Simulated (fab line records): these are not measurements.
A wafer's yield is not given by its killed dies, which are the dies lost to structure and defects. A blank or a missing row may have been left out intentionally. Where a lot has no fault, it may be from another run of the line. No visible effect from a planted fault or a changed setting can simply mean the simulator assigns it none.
fab line records ; flow nand-harc ; part 1 of 2: steps 1 to 28 of 33
[record] lots = 5; wafers = 15; last-day = 34
route steps=1302 shown A_STAIRCASE@875 A_SGD_CUT@890
lots that met no fault: taken from a fault-free run of the same line
start-h: the number of hours between the record's first day and the start of the first shown wafer of the lot ; wait-h: time in hours since the lot's previous step ; " identical to the entry in the row above ; L1.1+2: one row covering several wafers at once ; - no value present, or no start provided ; * or withheld: withheld ; < > ~ a bound
route shown NAME@n: NAME is a module with steps in the file, n the number in the route of the first one ; usual: mean/standard deviation taken from wafers without a fault ; same: alike in all rows ; chamber/n: place in a boat ; sites: per-site readings ; _std_site: the standard deviation of these ; _edge_site: the outer-site mean with the inner-site mean subtracted ; radius-mm: how far each site lies from the wafer's centre ; mask NAME#n: copy n ; behind: the most recent tool/chamber to have shaped the wafer ; hold: what put the lot on hold/how long, in hours/how the hold closed ; device: the transistor (n, p or np) that didn't switch ; end of line: at the end of the route, the tests of the same wafers ; a step given without rows: its recipe and nothing more ; killed: count of dies lost to structure and defects at first sort (not the wafer's yield) ; map: a wafer's dies, x killed, . not, _ none there
set.NAME: the setting as run; set.NAME@STEP: as run at that earlier step ; model.NAME: the simulator's own value behind a step, which no gauge read
a table for each step, a row for each wafer; lots at some steps of the route
services: a tool's chamber out of use, with start hour (start-h, from the record's first day; less than 0 if before it), hours out, and reason
[[steps]]
[step NHARC_A_STAIRCASE_SRD_449]
lot.wafer;tool;chamber;start-h;wait-h
L076.5+3+6;wet-bench-09;6,0,2;-;-
L091.1+5+4;wet-bench-01;2,3,6;-;-
L092.4+5+3;wet-bench-09;3,5,7;-;-
L094.6+3+4;wet-bench-09;0,1,2;-;-
L096.2+5+6;wet-bench-02;7,0,1;-;-
[step NHARC_A_STAIRCASE_CMP_450]
[recipe] target-thk-nm = 200; material = SiO2
[usual] motor-current-A = 11.6/1.1; slurry-filter-dp-kPa = 13.50/0.14
lot.wafer;tool;chamber;start-h;wait-h;motor-current-A;slurry-filter-dp-kPa
L076.3;cmp-02;0;457.68;-;12.2;13.49
L076.6;cmp-02;1;457.68;-;13.1;13.46
L076.5;cmp-02;2;457.68;-;10.8;13.41
L091.4;cmp-01;1;615.58;-;12.3;13.61
L091.1;cmp-01;3;615.58;-;11.1;13.50
L091.5;cmp-01;0;615.58;-;12.1;13.42
L092.3;cmp-04;0;615.77;-;10.1;13.43
L092.4;cmp-04;1;615.77;-;12.6;13.59
L092.5;cmp-04;3;615.77;-;11.7;13.58
L094.4;cmp-04;2;665.77;-;10.1;13.35
L094.3;cmp-04;1;665.77;-;11.8;13.67
L094.6;cmp-04;3;665.77;-;12.4;13.39
L096.2;cmp-04;2;670.50;-;10.3;13.46
L096.5;cmp-04;1;670.50;-;12.3;13.39
L096.6;cmp-04;2;670.50;-;9.6;13.50
[step NHARC_A_STAIRCASE_CMP_152]
[usual] motor-current-A = 11.6/1.1; slurry-filter-dp-kPa = 13.49/0.14
lot.wafer;tool;chamber;start-h;wait-h;motor-current-A;slurry-filter-dp-kPa
L076.3;cmp-02;0;457.76;0.1;12.9;13.61
L076.6;cmp-02;1;457.76;0.1;12.7;13.28
L076.5;cmp-02;2;457.76;0.1;10.5;13.65
L091.4;cmp-01;1;615.66;0.1;12.7;13.44
L091.1;cmp-01;3;615.66;0.1;10.7;13.34
L091.5;cmp-01;0;615.66;0.1;11.0;13.62
L092.3;cmp-04;0;615.85;0.1;10.0;13.84
L092.4;cmp-04;1;615.85;0.1;11.9;13.70
L092.5;cmp-04;3;615.85;0.1;11.7;13.70
L094.4;cmp-04;2;665.84;0.1;10.4;13.35
L094.3;cmp-04;1;665.84;0.1;13.1;13.63
L094.6;cmp-04;3;665.84;0.1;11.8;13.69
L096.2;cmp-04;2;670.58;0.1;10.2;13.31
L096.5;cmp-04;1;670.58;0.1;12.8;13.71
L096.6;cmp-04;2;670.58;0.1;10.6;13.53
[step NHARC_A_STAIRCASE_SRD_154]
lot.wafer;tool;chamber;start-h;wait-h
L076.6+5+3;wet-bench-02;3,4,0;458.01;0.0
L091.5+1+4;wet-bench-09;1,2,6;615.93;0.0
L092.4+3+5;wet-bench-02;4,5,0;616.11;0.0
L094.4+6+3;wet-bench-02;3,6,7;666.13;0.0
L096.2+5+6;wet-bench-02;2,3,4;670.86;0.0
[step NHARC_A_STAIRCASE_ETCH_403]
[recipe] target-depth-a = 1082; chemistry = dHF; material = SiO2
lot.wafer;tool;chamber;start-h;wait-h
L076.6+5+3;wet-bench-02;3,4,0;458.03;0.0
L091.5+1+4;wet-bench-09;1,2,6;615.95;0.0
L092.4+3+5;wet-bench-02;4,5,0;616.14;0.0
L094.4+6+3;wet-bench-02;3,6,7;666.16;0.0
L096.2+5+6;wet-bench-02;2,3,4;670.89;0.0
[step NHARC_A_STAIRCASE_ETCHBACK_422]
[recipe] target-depth-a = 400; over-etch-frac = 0.3; time-s = 74.286; ion-energy-ev = 120; ch3f-flow-sccm = 50; o2-flow-sccm = 30; ar-flow-sccm = 200; rf-w = 500; bias-w = 100; chemistry = CH3F/O2
[usual] chamber-pressure-mTorr = 24.998/0.024; drypump-motor-current-A = 5.6/0.48; oes-product-au = 0.96/0.038; rf-vpp-V = 244.9/1.9; showerhead-plenum-p-Torr = 2.49/0.13; throttle-valve-pct = 20.662/0.0084
[same] time-s = 74.286
lot.wafer;tool;chamber;start-h;wait-h;chamber-pressure-mTorr;drypump-motor-current-A;oes-product-au;rf-hours-counter-h;rf-vpp-V;showerhead-plenum-p-Torr;throttle-valve-pct
L076.3;rie-diel-13;1;458.18;0.1;24.979;5.1;0.92;26;245.4;2.63;20.658
L076.6;rie-diel-13;1;458.18;0.1;25.019;5.1;0.91;-;246.7;2.63;20.674
L076.5;rie-diel-13;2;458.18;0.1;25.021;5.6;0.94;-;245.0;2.53;20.646
L091.4;rie-diel-13;0;616.12;0.1;25.009;6.1;1.02;26;244.1;2.42;20.658
L091.1;rie-diel-13;2;616.12;0.1;24.976;5.6;1.01;29;245.0;2.50;20.671
L091.5;rie-diel-13;0;616.12;0.1;25.034;6.1;1.02;-;245.1;2.42;20.656
L092.4;rie-diel-13;3;616.29;0.2;25.002;6.4;0.94;29;246.6;2.65;20.671
L092.3;rie-diel-13;0;616.29;0.2;25.000;6.1;0.94;26;243.6;2.42;20.646
L092.5;rie-diel-13;3;616.29;0.2;24.963;6.4;0.93;-;247.7;2.65;20.650
L094.3;rie-diel-04;1;666.38;0.2;25.031;5.0;0.93;44;245.3;2.51;20.663
L094.4;rie-diel-04;2;666.38;0.2;25.008;5.3;0.91;34;246.3;2.65;20.645
L094.6;rie-diel-04;3;666.38;0.2;24.915;5.2;0.92;-;241.5;2.29;20.655
L096.2;rie-diel-04;0;671.06;0.2;24.993;6.3;0.94;45;244.3;2.45;20.667
L096.6;rie-diel-04;2;671.06;0.2;24.971;5.3;0.92;-;247.7;2.65;20.661
L096.5;rie-diel-04;3;671.06;0.2;25.040;5.2;0.92;-;242.9;2.29;20.668
[step NHARC_A_STAIRCASE_ETCH_423]
[recipe] target-depth-a = 300; chemistry = dHF; material = SiO2
lot.wafer;tool;chamber;start-h;wait-h
L076.3+6+5;wet-bench-02;4,6,7;458.35;0.2
L091.5+4+1;wet-bench-09;0,1,4;616.28;0.1
L092.3+4+5;wet-bench-01;1,3,5;616.45;-
L094.4+3+6;wet-bench-09;6,7,2;666.51;0.1
L096.2+5+6;wet-bench-02;1,2,6;671.19;0.1
[step NHARC_A_STAIRCASE_ETCHBACK_157]
[recipe] target-depth-a = 900; over-etch-frac = 0.3; time-s = 167.14; ion-energy-ev = 120; ch3f-flow-sccm = 50; o2-flow-sccm = 30; ar-flow-sccm = 200; rf-w = 500; bias-w = 100; chemistry = CH3F/O2
[usual] chamber-pressure-mTorr = 25.002/0.023; drypump-motor-current-A = 5.6/0.48; oes-product-au = 0.97/0.031; rf-vpp-V = 244.9/1.9; showerhead-plenum-p-Torr = 2.49/0.12; throttle-valve-pct = 20.664/0.0089
[same] time-s = 167.14
lot.wafer;tool;chamber;start-h;wait-h;chamber-pressure-mTorr;drypump-motor-current-A;oes-product-au;rf-hours-counter-h;rf-vpp-V;showerhead-plenum-p-Torr;throttle-valve-pct
L076.3;rie-diel-11;0;458.54;0.2;24.986;5.7;1.00;9;247.9;2.66;20.665
L076.5;rie-diel-11;0;458.54;0.2;24.974;5.7;1.00;-;246.7;2.66;20.672
L076.6;rie-diel-11;1;458.54;0.2;24.993;5.7;1.00;-;242.3;2.36;20.668
L091.4;rie-diel-13;2;616.46;0.2;25.019;5.6;1.02;29;246.2;2.50;20.671
L091.1;rie-diel-13;3;616.46;0.2;24.999;6.4;1.01;29;246.6;2.65;20.678
L091.5;rie-diel-13;2;616.46;0.2;24.975;5.6;1.00;-;245.7;2.50;20.667
L092.4;rie-diel-13;0;616.63;0.1;24.997;6.2;0.96;26;244.3;2.42;20.666
L092.3;rie-diel-13;1;616.63;0.1;25.002;5.1;0.94;23;246.3;2.61;20.667
L092.5;rie-diel-13;1;616.63;0.1;25.009;5.1;0.95;-;246.2;2.61;20.660
L094.4;rie-diel-04;1;666.71;0.2;24.985;5.0;0.97;44;245.4;2.51;20.655
L094.3;rie-diel-04;3;666.71;0.2;24.985;5.2;0.96;38;241.9;2.29;20.649
L094.6;rie-diel-04;1;666.71;0.2;25.009;5.0;0.97;-;243.7;2.51;20.672
L096.2;rie-diel-04;2;671.41;0.2;25.020;5.3;0.95;35;247.5;2.65;20.671
L096.5;rie-diel-04;2;671.41;0.2;24.951;5.3;0.95;-;247.8;2.65;20.666
L096.6;rie-diel-04;3;671.41;0.2;25.004;5.2;0.95;-;242.1;2.29;20.664
[step NHARC_A_STAIRCASE_STRIP_475]
[recipe] time-s = 20; o2-flow-sccm = 500; ar-flow-sccm = 0; bias-w = 0; chemistry = O2
[usual] chamber-pressure-mTorr = 59.99/0.053; drypump-motor-current-A = 5.6/0.5; oes-product-au = 1.001/0.0093; rf-vpp-V = 57.9/0.92; showerhead-plenum-p-Torr = 3.57/0.17; throttle-valve-pct = 17.035/0.0082
[same] time-s = 20
lot.wafer;tool;chamber;start-h;wait-h;chamber-pressure-mTorr;drypump-motor-current-A;oes-product-au;rf-hours-counter-h;rf-vpp-V;showerhead-plenum-p-Torr;throttle-valve-pct
L076.3;rie-diel-11;3;-;-;60.03;5.2;0.983;7;58.2;3.74;17.038
L076.5;rie-diel-11;0;-;-;59.96;5.7;1.001;-;59.2;3.80;17.026
L076.6;rie-diel-11;1;-;-;60.05;5.7;0.993;-;57.5;3.40;17.033
L091.4;rie-diel-13;1;-;-;59.86;5.1;0.994;24;57.1;3.74;17.035
L091.1;rie-diel-13;0;-;-;59.95;6.2;1.020;26;58.6;3.48;17.039
L091.5;rie-diel-13;1;-;-;59.93;5.1;1.003;-;58.3;3.74;17.037
L092.4;rie-diel-13;1;-;-;60.04;5.1;0.994;24;57.5;3.74;17.024
L092.3;rie-diel-13;2;-;-;60.03;5.6;1.007;29;56.7;3.59;17.035
L092.5;rie-diel-13;1;-;-;60.00;5.1;0.987;-;57.7;3.74;17.034
L094.3;rie-diel-04;1;-;-;59.97;5.0;0.991;44;57.4;3.59;17.039
L094.4;rie-diel-04;3;-;-;59.95;5.2;0.990;38;57.2;3.30;17.053
L094.6;rie-diel-04;0;-;-;60.02;6.3;0.995;-;57.6;3.52;17.029
L096.2;rie-diel-04;1;-;-;59.96;5.0;1.003;45;56.8;3.59;17.032
L096.6;rie-diel-04;3;-;-;59.99;5.2;0.988;-;57.9;3.30;17.033
L096.5;rie-diel-04;0;-;-;60.07;6.3;0.994;-;59.8;3.52;17.050
[step NHARC_A_STAIRCASE_DEP_471]
[recipe] target-thk-a = 1000; temp-c = 400; pressure-torr = 6.5; rf-w = 900; teos-flow-sccm = 161.4; flow-sccm = 2650; target-thk-nm = 100; gas = O2; material = SiO2
[usual] heater-power-outer-w = 308/54; heater-power-w = 570/78; throttle-valve-pct = 16.3/0.44
lot.wafer;tool;chamber;start-h;wait-h;heater-power-outer-w;heater-power-w;throttle-valve-pct
L076.3;pecvd-03;1;458.82;-;285;618;16.0
L076.5;pecvd-03;2;458.82;-;388;636;16.4
L076.6;pecvd-03;0;458.82;-;318;552;16.3
L091.1;pecvd-02;2;616.85;-;316;530;16.4
L091.5;pecvd-02;0;616.85;-;413;744;16.1
L091.4;pecvd-02;1;616.85;-;220;417;15.5
L092.3;pecvd-03;2;616.98;-;316;564;16.8
L092.5;pecvd-03;0;616.98;-;313;568;16.4
L092.4;pecvd-03;1;616.98;-;321;640;16.2
L094.3;pecvd-03;0;667.17;-;271;499;16.4
L094.4;pecvd-03;2;667.17;-;308;535;17.1
L094.6;pecvd-03;0;667.17;-;279;510;16.5
L096.2;pecvd-03;2;671.69;-;371;648;17.2
L096.6;pecvd-03;2;671.69;-;382;640;17.0
L096.5;pecvd-03;0;671.69;-;299;541;16.5
[step NHARC_A_STAIRCASE_CMP_472]
[recipe] material = SiO2
[usual] motor-current-A = 11.8/1; slurry-filter-dp-kPa = 13.51/0.13
lot.wafer;tool;chamber;start-h;wait-h;motor-current-A;slurry-filter-dp-kPa
L076.3;cmp-04;0;459.17;0.3;10.5;13.66
L076.5;cmp-04;1;459.17;0.3;13.7;13.60
L076.6;cmp-04;2;459.17;0.3;10.4;13.46
L091.1;cmp-01;2;617.15;0.3;12.1;13.42
L091.4;cmp-01;3;617.15;0.3;11.0;13.52
L091.5;cmp-01;2;617.15;0.3;12.4;13.51
L092.4;cmp-04;0;617.20;0.1;10.4;13.60
L092.3;cmp-04;1;617.20;0.1;12.6;13.40
L092.5;cmp-04;1;617.20;0.1;13.2;13.61
L094.4;cmp-01;0;667.38;0.1;10.8;13.31
L094.3;cmp-01;3;667.38;0.1;11.2;13.63
L094.6;cmp-01;1;667.38;0.1;11.9;13.55
L096.2;cmp-04;0;672.01;0.3;10.3;13.43
L096.5;cmp-04;2;672.01;0.3;10.5;13.38
L096.6;cmp-04;3;672.01;0.3;11.3;13.69
[step NHARC_A_STAIRCASE_SRD_474]
lot.wafer;tool;chamber;start-h;wait-h
L076.6+3+5;wet-bench-02;6,1,2;459.35;0.0
L091.5+4+1;wet-bench-01;6,7,1;617.39;0.0
L092.5+4+3;wet-bench-02;4,6,7;617.46;0.0
L094.3+6+4;wet-bench-09;0,4,5;667.65;0.0
L096.5+2+6;wet-bench-09;3,4,5;672.22;0.0
[step NHARC_A_STAIRCASE_INSPECT_155]
[usual] raw-defect-count = 442/120
lot.wafer;tool;chamber;start-h;wait-h;raw-defect-count
L076.3;defect-inspect-01;-;459.44;0.1;512
L076.5;defect-inspect-01;-;459.44;0.1;386
L076.6;defect-inspect-01;-;459.44;0.1;499
L091.1;defect-inspect-02;-;617.46;0.1;524
L091.4;defect-inspect-02;-;617.46;0.1;585
L091.5;defect-inspect-02;-;617.46;0.1;685
L092.3;defect-inspect-01;-;617.54;0.1;400
L092.4;defect-inspect-01;-;617.54;0.1;494
L092.5;defect-inspect-01;-;617.54;0.1;512
L094.3;defect-inspect-01;-;667.73;0.1;466
L094.4;defect-inspect-01;-;667.73;0.1;334
L094.6;defect-inspect-01;-;667.73;0.1;288
L096.2;defect-inspect-02;-;672.30;0.1;593
L096.5;defect-inspect-02;-;672.30;0.1;565
L096.6;defect-inspect-02;-;672.30;0.1;520
[step NHARC_A_SGD_CUT_DEP_00]
[recipe] target-thk-a = 500; temp-c = 400; target-thk-nm = 50; flow-sccm = 200; rf-w = 450; material = SiNx
[usual] heater-power-outer-w = 414/73; heater-power-w = 710/100
lot.wafer;tool;chamber;start-h;wait-h;heater-power-outer-w;heater-power-w
L076.3;pecvd-01;1;459.56;0.1;484;773
L076.5;pecvd-01;2;459.56;0.1;235;462
L076.6;pecvd-01;0;459.56;0.1;427;774
L091.1;pecvd-01;2;617.58;0.1;319;577
L091.4;pecvd-01;0;617.58;0.1;424;754
L091.5;pecvd-01;0;617.58;0.1;427;730
L092.3;pecvd-02;0;617.66;0.1;519;823
L092.4;pecvd-02;1;617.66;0.1;376;619
L092.5;pecvd-02;0;617.66;0.1;503;817
L094.3;pecvd-02;0;667.79;0.1;420;715
L094.4;pecvd-02;0;667.79;0.1;421;727
L094.6;pecvd-02;2;667.79;0.1;453;727
L096.2;pecvd-02;1;672.40;0.1;316;543
L096.5;pecvd-02;0;672.40;0.1;532;902
L096.6;pecvd-02;2;672.40;0.1;453;730
[step NHARC_A_SGD_CUT_DEHYDRATE_01]
[recipe] temp-c = 150; time-s = 120
[same] time-s = 120
lot.wafer;tool;chamber;start-h;wait-h
L076.3+5+6;litho-track-06;0;459.78;0.2
L092.3+4+5;litho-track-01;0;617.88;0.2
L091.1+4+5;litho-track-04;0;617.89;0.3
L094.3+4+6;litho-track-01;0;668.07;0.2
L096.2+5+6;litho-track-06;0;672.64;0.2
[step NHARC_A_SGD_CUT_HMDS_02]
[recipe] time-s = 30
[same] time-s = 30
lot.wafer;tool;chamber;start-h;wait-h
L076.3+5+6;litho-track-06;0;-;-
L092.3+4+5;litho-track-01;0;-;-
L091.1+4+5;litho-track-04;0;-;-
L094.3+4+6;litho-track-01;0;-;-
L096.2+5+6;litho-track-06;0;-;-
[step NHARC_A_SGD_CUT_COAT_56]
[recipe] temp-c = 260; time-s = 75
[same] time-s = 75
lot.wafer;tool;chamber;start-h;wait-h
L076.3+5+6;litho-track-06;0;-;-
L092.3+4+5;litho-track-01;0;-;-
L091.1+4+5;litho-track-04;0;-;-
L094.3+4+6;litho-track-01;0;-;-
L096.2+5+6;litho-track-06;0;-;-
[step NHARC_A_SGD_CUT_COAT_57]
[recipe] temp-c = 225; time-s = 65
[same] time-s = 65
lot.wafer;tool;chamber;start-h;wait-h
L076.3+5+6;litho-track-06;0;-;-
L092.3+4+5;litho-track-01;0;-;-
L091.1+4+5;litho-track-04;0;-;-
L094.3+4+6;litho-track-01;0;-;-
L096.2+5+6;litho-track-06;0;-;-
[step NHARC_A_SGD_CUT_COAT_03]
[recipe] spin-rpm = 1500; resist-thk-nm = 90
lot.wafer;tool;chamber;start-h;wait-h
L076.3+5+6;litho-track-06;0;-;-
L092.3+4+5;litho-track-01;0;-;-
L091.1+4+5;litho-track-04;0;-;-
L094.3+4+6;litho-track-01;0;-;-
L096.2+5+6;litho-track-06;0;-;-
[step NHARC_A_SGD_CUT_SOFTBAKE_04]
[recipe] temp-c = 105; time-s = 55
[same] time-s = 55
lot.wafer;tool;chamber;start-h;wait-h
L076.3+5+6;litho-track-06;0;-;-
L092.3+4+5;litho-track-01;0;-;-
L091.1+4+5;litho-track-04;0;-;-
L094.3+4+6;litho-track-01;0;-;-
L096.2+5+6;litho-track-06;0;-;-
[step NHARC_A_SGD_CUT_EBR_05]
lot.wafer;tool;chamber;start-h;wait-h
L076.3+5+6;litho-track-06;0;-;-
L092.3+4+5;litho-track-01;0;-;-
L091.1+4+5;litho-track-04;0;-;-
L094.3+4+6;litho-track-01;0;-;-
L096.2+5+6;litho-track-06;0;-;-
[step NHARC_A_SGD_CUT_EXPOSE_06]
[recipe] na = 1.35; dose-mj = 85.59; mask-id = SGD
lot.wafer;tool;chamber;start-h;wait-h;mask
L076.3+5+6;arfi-scanner-03;0;460.10;-;SGD#0
L092.3+4+5;arfi-scanner-02;0;618.19;-;SGD#0
L091.1+4+5;arfi-scanner-03;0;618.34;-;SGD#0
L094.3+4+6;arfi-scanner-01;0;668.38;-;SGD#0
L096.2+5+6;arfi-scanner-03;0;672.96;-;SGD#0
[step NHARC_A_SGD_CUT_PEB_07]
[recipe] peb-temp-c = 100; peb-time-s = 65
lot.wafer;tool;chamber;start-h;wait-h
L076.3+5+6;litho-track-06;0;460.15;0.0
L092.3+4+5;litho-track-04;0;618.25;0.0
L091.1+4+5;litho-track-06;0;618.40;0.1
L094.3+4+6;litho-track-06;0;668.44;0.0
L096.2+5+6;litho-track-01;0;673.02;0.1
[step NHARC_A_SGD_CUT_DEVELOP_08]
[recipe] develop-time-s = 35; dev-temp-c = 23
lot.wafer;tool;chamber;start-h;wait-h
L076.3+5+6;litho-track-06;0;-;-
L092.3+4+5;litho-track-04;0;-;-
L091.1+4+5;litho-track-06;0;-;-
L094.3+4+6;litho-track-06;0;-;-
L096.2+5+6;litho-track-01;0;-;-
[step NHARC_A_SGD_CUT_CD_MEAS_09]
[recipe] target-cd-nm = 100; landing-energy-ev = 500
[usual] cd-nm = 99.8/0.64
lot.wafer;tool;chamber;start-h;wait-h;cd-nm
L076.3;cd-sem-03;0;460.23;-;99.7
L076.5;cd-sem-03;0;460.23;-;99.8
L076.6;cd-sem-03;0;460.23;-;100.1
L092.3;cd-sem-02;0;618.33;-;100.0
L092.4;cd-sem-02;0;618.33;-;99.6
L092.5;cd-sem-02;0;618.33;-;100.3
L091.1;cd-sem-01;0;618.48;-;99.3
L091.4;cd-sem-01;0;618.48;-;99.1
L091.5;cd-sem-01;0;618.48;-;100.2
L094.3;cd-sem-02;0;668.52;-;98.4
L094.4;cd-sem-02;0;668.52;-;98.8
L094.6;cd-sem-02;0;668.52;-;98.0
L096.2;cd-sem-03;0;673.10;-;99.4
L096.5;cd-sem-03;0;673.10;-;99.0
L096.6;cd-sem-03;0;673.10;-;99.1
[step NHARC_A_SGD_CUT_OVL_MEAS_10]
[usual] overlay-x-nm = 0.1/0.88; overlay-y-nm = 0.4/0.81
lot.wafer;tool;chamber;start-h;wait-h;overlay-x-nm;overlay-y-nm
L076.3;overlay-02;-;460.32;-;1.0;0.4
L076.5;overlay-02;-;460.32;-;1.3;0.2
L076.6;overlay-02;-;460.32;-;1.1;0.7
L092.3;overlay-02;-;618.41;-;-1.7;1.9
L092.4;overlay-02;-;618.41;-;-1.2;1.6
L092.5;overlay-02;-;618.41;-;-1.1;2.6
L091.1;overlay-01;-;618.57;-;1.4;0.1
L091.4;overlay-01;-;618.57;-;1.9;0.4
L091.5;overlay-01;-;618.57;-;1.7;0.1
L094.3;overlay-02;-;668.60;-;0.6;1.9
L094.4;overlay-02;-;668.60;-;0.1;1.5
L094.6;overlay-02;-;668.60;-;0.3;1.8
L096.2;overlay-01;-;673.18;-;-0.6;-0.3
L096.5;overlay-01;-;673.18;-;-0.6;0.0
L096.6;overlay-01;-;673.18;-;-0.2;0.2
[step NHARC_A_SGD_CUT_INSPECT_11]
[usual] raw-defect-count = 62/31
lot.wafer;tool;chamber;start-h;wait-h;raw-defect-count
L076.3;defect-inspect-02;-;460.35;0.0;106
L076.5;defect-inspect-02;-;460.35;0.0;106
L076.6;defect-inspect-02;-;460.35;0.0;97
L092.3;defect-inspect-01;-;618.45;0.0;42
L092.4;defect-inspect-01;-;618.45;0.0;52
L092.5;defect-inspect-01;-;618.45;0.0;62
L091.1;defect-inspect-02;-;618.60;0.0;91
L091.4;defect-inspect-02;-;618.60;0.0;89
L091.5;defect-inspect-02;-;618.60;0.0;92
L094.3;defect-inspect-01;-;668.64;0.0;69
L094.4;defect-inspect-01;-;668.64;0.0;79
L094.6;defect-inspect-01;-;668.64;0.0;65
L096.2;defect-inspect-02;-;673.22;0.0;82
L096.5;defect-inspect-02;-;673.22;0.0;63
L096.6;defect-inspect-02;-;673.22;0.0;75
[step NHARC_A_SGD_CUT_DESCUM_14]
[recipe] time-s = 3; o2-flow-sccm = 200; ar-flow-sccm = 0; bias-power-w = 0; chemistry = O2
[usual] chamber-pressure-mTorr = 59.99/0.053; drypump-motor-current-A = 5.8/0.43; oes-product-au = 0.999/0.0088; rf-vpp-V = 58.0/0.97; showerhead-plenum-p-Torr = 1.96/0.071; throttle-valve-pct = 11.311/0.0087
[same] time-s = 3
lot.wafer;tool;chamber;start-h;wait-h;chamber-pressure-mTorr;drypump-motor-current-A;oes-product-au;rf-hours-counter-h;rf-vpp-V;showerhead-plenum-p-Torr;throttle-valve-pct
L076.3;rie-diel-10;0;460.42;0.1;60.06;6.5;0.993;3;57.9;1.87;11.316
L076.6;rie-diel-10;3;460.42;0.1;59.92;5.4;1.017;-;57.8;2.01;11.313
L076.5;rie-diel-10;0;460.42;0.1;59.99;6.5;1.005;-;59.2;1.87;11.317
L092.4;rie-diel-10;0;618.51;0.1;59.90;6.5;1.007;1;56.6;1.86;11.326
L092.3;rie-diel-10;2;618.51;0.1;59.95;5.7;1.001;0;58.0;1.98;11.325
L092.5;rie-diel-10;0;618.51;0.1;59.96;6.5;1.005;-;57.1;1.86;11.315
L091.1;rie-diel-07;0;618.67;0.1;60.00;6.0;1.004;10;58.1;1.95;11.298
L091.4;rie-diel-07;2;618.67;0.1;59.96;5.0;1.001;8;58.6;2.05;11.318
L091.5;rie-diel-07;0;618.67;0.1;60.02;6.0;1.013;-;56.3;1.95;11.311
L094.3;rie-diel-07;0;668.70;0.1;59.97;6.0;0.984;1;59.7;1.95;11.316
L094.4;rie-diel-07;2;668.70;0.1;60.01;5.0;1.001;0;59.1;2.05;11.307
L094.6;rie-diel-07;0;668.70;0.1;60.03;6.0;0.986;-;57.2;1.95;11.298
L096.2;rie-diel-10;1;673.28;0.1;59.99;5.9;0.973;6;57.7;1.77;11.310
L096.6;rie-diel-10;1;673.28;0.1;60.03;5.9;0.984;-;55.5;1.77;11.313
L096.5;rie-diel-10;2;673.28;0.1;60.00;5.7;1.016;-;58.4;1.98;11.313
